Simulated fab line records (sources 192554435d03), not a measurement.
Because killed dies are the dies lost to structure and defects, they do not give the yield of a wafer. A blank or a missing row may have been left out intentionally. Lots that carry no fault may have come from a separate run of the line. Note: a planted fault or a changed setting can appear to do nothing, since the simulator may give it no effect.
Matching of chambers / flow n5_finfet / N5_BEOL_M0_STRIP_142 on rie_diel-02: 4 sister chambers
The step strips in N2/H2, time 10 s. 4 wafers are shown with their chamber, then 9 later ones without.

WAFERS, EACH WITH ITS CHAMBER
wafer=L085.6; chamber=3; showerhead_plenum_p_Torr (Torr)=2.47
wafer=L087.1; chamber=0; showerhead_plenum_p_Torr (Torr)=2.70
wafer=L087.2; chamber=1; showerhead_plenum_p_Torr (Torr)=2.44
wafer=L087.5; chamber=2; showerhead_plenum_p_Torr (Torr)=2.61

WAFERS MISSING THEIR CHAMBER
wafer=L092.1; showerhead_plenum_p_Torr (Torr)=2.69
wafer=L092.2; showerhead_plenum_p_Torr (Torr)=2.47
wafer=L092.5; showerhead_plenum_p_Torr (Torr)=2.47
wafer=L095.1; showerhead_plenum_p_Torr (Torr)=2.43
wafer=L095.2; showerhead_plenum_p_Torr (Torr)=2.60
wafer=L095.3; showerhead_plenum_p_Torr (Torr)=2.69
wafer=L096.1; showerhead_plenum_p_Torr (Torr)=2.43
wafer=L096.4; showerhead_plenum_p_Torr (Torr)=2.46
wafer=L096.5; showerhead_plenum_p_Torr (Torr)=2.60

THE CHAMBER EACH PASSED THROUGH
wafer=L092.1; from the rows above=0; in truth=0
wafer=L092.2; from the rows above=3; in truth=3
wafer=L092.5; from the rows above=3; in truth=3
wafer=L095.1; from the rows above=1; in truth=1
wafer=L095.2; from the rows above=2; in truth=2
wafer=L095.3; from the rows above=0; in truth=0
wafer=L096.1; from the rows above=1; in truth=1
wafer=L096.4; from the rows above=can't be placed: 3 or 1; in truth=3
wafer=L096.5; from the rows above=2; in truth=2
Correct placement for 8 of the 9. Unplaceable from these rows: 1, with the true chamber sitting among the candidates in 1. Wrongly placed: 0.
How it was worked out, from the rows above alone: a wafer's distance from a chamber is the root of the sum, over the readings, of the square of ((its reading less the chamber's mean) divided by the reading's scatter). If the next closest chamber is less than 2 further off than the closest, the wafer can't be placed; otherwise it belongs to the closest. Each chamber's mean is taken over the wafers shown for it. The scatter: with one shown wafer a chamber, the root of the mean of the squares of how far each hidden wafer lies from its nearest shown one.
